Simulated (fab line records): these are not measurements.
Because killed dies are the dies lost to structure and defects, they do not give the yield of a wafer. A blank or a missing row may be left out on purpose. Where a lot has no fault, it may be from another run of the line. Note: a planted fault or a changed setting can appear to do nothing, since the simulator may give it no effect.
Matching of chambers | flow n5-finfet | 3 sister chambers for N5_GATE_CUT_PECVD_57 on pecvd-02
The step deposits SiNx from SiH4/NH3/N2, target thk 21 nm. 6 wafers are shown with their chamber, then 11 later ones without.

## WAFERS PAIRED WITH THEIR CHAMBERS
wafer  | chamber | throttle-valve-pct (%) | showerhead-plenum-p-Torr (Torr)
L087.2 | 1       | 42.3                   | 5.12
L088.3 | 0       | 39.8                   | 5.13
L089.1 | 1       | 42.3                   | 5.13
L089.2 | 2       | 42.4                   | 5.26
L089.6 | 2       | 42.6                   | 5.28
L090.1 | 0       | 39.8                   | 5.14

## WAFERS WITHOUT THEIR CHAMBER
wafer  | throttle-valve-pct (%) | showerhead-plenum-p-Torr (Torr)
L090.5 | 42.6                   | 5.25
L090.6 | 39.9                   | 5.13
L092.1 | 42.3                   | 5.13
L092.3 | 42.7                   | 5.26
L092.4 | 42.4                   | 5.14
L093.2 | 40.3                   | 5.13
L093.4 | 40.2                   | 5.13
L093.5 | 42.0                   | 5.13
L095.3 | 42.1                   | 5.14
L095.4 | 40.2                   | 5.13
L095.6 | 40.0                   | 5.14

## WHICH CHAMBER EACH ONE RAN IN
wafer  | from the rows above | in truth
L090.5 | 2                   | 2
L090.6 | 0                   | 0
L092.1 | 1                   | 1
L092.3 | 2                   | 2
L092.4 | 1                   | 1
L093.2 | 0                   | 0
L093.4 | 0                   | 0
L093.5 | 1                   | 1
L095.3 | 1                   | 1
L095.4 | 0                   | 0
L095.6 | 0                   | 0
Correct placement for 11 of the 11. Number that these rows cannot place: 0. Placed wrongly: 0.
How it was worked out, from the rows above alone: a wafer's distance from a chamber is the root of the sum, over the readings, of the square of ((its reading less the chamber's mean) divided by the reading's scatter). If the next closest chamber is less than 2 further off than the closest, the wafer can't be placed; otherwise it belongs to the closest. For every chamber, the mean is computed from those of its wafers that are shown. The scatter: the root of (the sum of the squares of (reading less its chamber's mean) over the shown wafers, divided by (wafers less chambers)).
